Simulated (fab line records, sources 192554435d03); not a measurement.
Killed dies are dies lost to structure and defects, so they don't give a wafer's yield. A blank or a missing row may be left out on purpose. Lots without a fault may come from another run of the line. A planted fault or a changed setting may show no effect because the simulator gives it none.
Chamber matching | flow n5_finfet | N5_FIN_SAQP_SPACER2_ALD_28 on ald_sin-04: 4 sister chambers
The step deposits SiO2, target thk 8.1 nm, pulse time 1 s, purge time 2 s. 22 wafers are shown with their chamber, then 11 later ones without.

WAFERS WITH THEIR CHAMBER
wafer  | chamber | heater_power_w (W) | precursor_pulse_height_rel
L075.2 | 1       | 429                | 0.999
L075.4 | 2       | 428                | 1.005
L075.6 | 2       | 440                | 0.965
L077.1 | 1       | 419                | 0.984
L077.2 | 0       | 417                | 0.981
L077.5 | 3       | 415                | 0.987
L082.3 | 1       | 424                | 0.994
L082.5 | 1       | 432                | 0.980
L082.6 | 0       | 405                | 0.960
L087.3 | 3       | 429                | 1.000
L087.4 | 2       | 416                | 0.969
L087.6 | 0       | 372                | 1.035
L088.3 | 3       | 434                | 0.992
L088.5 | 0       | 379                | 0.988
L088.6 | 1       | 430                | 0.977
L091.1 | 1       | 421                | 1.000
L091.3 | 0       | 378                | 1.002
L091.4 | 2       | 413                | 0.977
L092.2 | 3       | 430                | 0.966
L092.3 | 1       | 415                | 0.972
L092.4 | 2       | 413                | 1.008
L093.3 | 3       | 436                | 1.063

SIGNATURES (means of the wafers above)
reading                    | chamber 0 | chamber 1 | chamber 2 | chamber 3 | scatter within a chamber
heater_power_w             | 390.20    | 424.29    | 422.00    | 428.80    | 12
precursor_pulse_height_rel | 0.99320   | 0.98657   | 0.98480   | 1.00160   | 0.0245
Rule: a wafer's distance from a chamber is the root of the sum, over the readings, of the square of ((its reading less the chamber's mean) divided by the reading's scatter). The wafer belongs to the nearest chamber; if the next one is less than 2 further off, it can't be placed. The scatter: the root of (the sum of the squares of (reading less its chamber's mean) over the shown wafers, divided by (wafers less chambers)).

WAFERS WITHOUT THEIR CHAMBER
wafer  | heater_power_w (W) | precursor_pulse_height_rel
L093.5 | 405                | 1.016
L093.6 | 438                | 0.985
L094.1 | 441                | 0.968
L094.2 | 407                | 1.009
L094.6 | 408                | 1.025
L096.1 | 415                | 1.041
L096.3 | 418                | 0.975
L096.6 | 385                | 0.984
L097.1 | 426                | 1.017
L097.2 | 432                | 0.967
L097.6 | 420                | 0.986

WHICH CHAMBER EACH WENT THROUGH
wafer  | from the rows above               | in truth
L093.5 | can't be placed: 0 or 2 or 1 or 3 | 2
L093.6 | can't be placed: 3 or 1 or 2      | 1
L094.1 | can't be placed: 1 or 3 or 2      | 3
L094.2 | can't be placed: 0 or 2 or 1 or 3 | 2
L094.6 | can't be placed: 0 or 3 or 2 or 1 | 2
L096.1 | can't be placed: 3 or 1 or 2 or 0 | 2
L096.3 | can't be placed: 2 or 1 or 3 or 0 | 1
L096.6 | 0                                 | 0
L097.1 | can't be placed: 3 or 1 or 2      | 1
L097.2 | can't be placed: 1 or 2 or 3      | 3
L097.6 | can't be placed: 2 or 1 or 3      | 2
Placed correctly: 1 of 11. Can't be placed from these rows: 10 (the true chamber is among the candidates in 10). Placed wrongly: 0.
